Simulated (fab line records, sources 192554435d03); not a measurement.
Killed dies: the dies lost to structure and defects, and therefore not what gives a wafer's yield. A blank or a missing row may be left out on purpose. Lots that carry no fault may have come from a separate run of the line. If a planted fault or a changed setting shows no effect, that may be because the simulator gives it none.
Matching of chambers ; flow n5_finfet ; rie_diel-06 running N5_BEOL_M1_ETCH_69: 4 sister chambers
The step etches SiARC in CF4, target depth 15.6 nm, time 26 s. 8 wafers are shown with their chamber, then 10 later ones without.

== WAFERS, EACH WITH ITS CHAMBER ==
wafer;chamber;showerhead_plenum_p_Torr (Torr);throttle_valve_pct (%)
L074.4;1;2.11;15.97
L074.5;1;2.11;15.97
L081.5;0;2.16;15.69
L087.2;2;2.12;15.92
L087.3;3;2.01;15.77
L087.5;0;2.15;15.73
L089.1;3;2.01;15.78
L089.2;2;2.12;15.92

== WAFERS MISSING THEIR CHAMBER ==
wafer;showerhead_plenum_p_Torr (Torr);throttle_valve_pct (%)
L089.3;2.15;15.74
L090.1;2.11;15.49
L090.2;2.15;15.73
L090.3;2.01;15.80
L092.3;2.15;15.74
L092.4;2.12;15.93
L092.5;2.10;15.49
L093.1;2.15;15.72
L093.2;2.12;15.94
L093.5;2.10;15.50

== CHAMBER TAKEN BY EACH ==
wafer;from the rows above;in truth
L089.3;0;0
L090.1;0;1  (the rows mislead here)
L090.2;0;0
L090.3;3;3
L092.3;0;0
L092.4;2;2
L092.5;0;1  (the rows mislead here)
L093.1;0;0
L093.2;2;2
L093.5;0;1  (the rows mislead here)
Correctly placed: 7 of 10. Can't be placed from these rows: 0. 3 placed wrongly.
How it was worked out, from the rows above alone: a wafer's distance from a chamber is the root of the sum, over the readings, of the square of ((its reading less the chamber's mean) divided by the reading's scatter). If the next closest chamber is less than 2 further off than the closest, the wafer can't be placed; otherwise it belongs to the closest. A chamber's mean is the mean of its shown wafers. The scatter: take each reading less its chamber's mean, square it, sum over the shown wafers, divide by the number of wafers less the number of chambers, and take the root.
